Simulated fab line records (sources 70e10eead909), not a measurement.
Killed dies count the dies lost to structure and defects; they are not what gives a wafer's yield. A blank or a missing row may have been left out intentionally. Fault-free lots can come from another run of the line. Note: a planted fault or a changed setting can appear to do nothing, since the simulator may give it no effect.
Which tool is to blame?    flow nand harc    12 lots, 36 wafers sampled, at 1 step of a route of 1302

== WHAT THE GAUGES READ, wafer by wafer ==
NHARC_A_CONTACT_OVL_MEAS_70.
lot   measured      on          overlay x nm (nm)
L076  day 22 10:14  overlay-02  -0.6 -1.7 -1.3
L077  day 23 03:43  overlay-02  1.5 1.3 1.0
L080  day 23 18:13  overlay-02  -0.8 -0.3 -0.7
L081  day 25 05:11  overlay-01  0.6 0.2 0.4
L083  day 26 02:47  overlay-01  1.3 1.4 1.2
L085  day 26 20:08  overlay-01  0.4 -0.4 -0.3
L086  day 27 08:39  overlay-01  0.1 0.0 0.0
L088  day 27 20:12  overlay-01  0.4 1.0 0.9
L091  day 29 07:11  overlay-01  0.6 0.9 0.9
L093  day 29 22:52  overlay-01  -0.4 0.0 -0.6
L095  day 30 15:17  overlay-01  1.1 1.2 0.6
L097  day 32 13:08  overlay-02  0.9 1.2 0.8

== WHICH TOOL RAN EACH LOT (tool, then ch and the chambers of the sampled wafers, then the start) ==
Before these readings, the record contains no process step.

== THE ANSWER, worked out from the rows above alone ==
Rule: usual is defined by the lots themselves. Put in order of their means at a reading, lots are off if they are a third of the lots or fewer, leave a main group of 4 or more, and stand apart from it by a gap of 3 or more times the standard deviation of the main group's means; of several such gaps the widest counts. The tables above print the reading to a certain number of digits; a main group whose means all agree to those digits is not used. A lot without any number at a reading at which 4 lots or more have one is off too. All remaining lots with rows at the step are treated as sound.
Across all readings shown, no lot is off: no conclusion can be drawn from this.

== WHAT THE SIMULATOR HAD INSERTED ==
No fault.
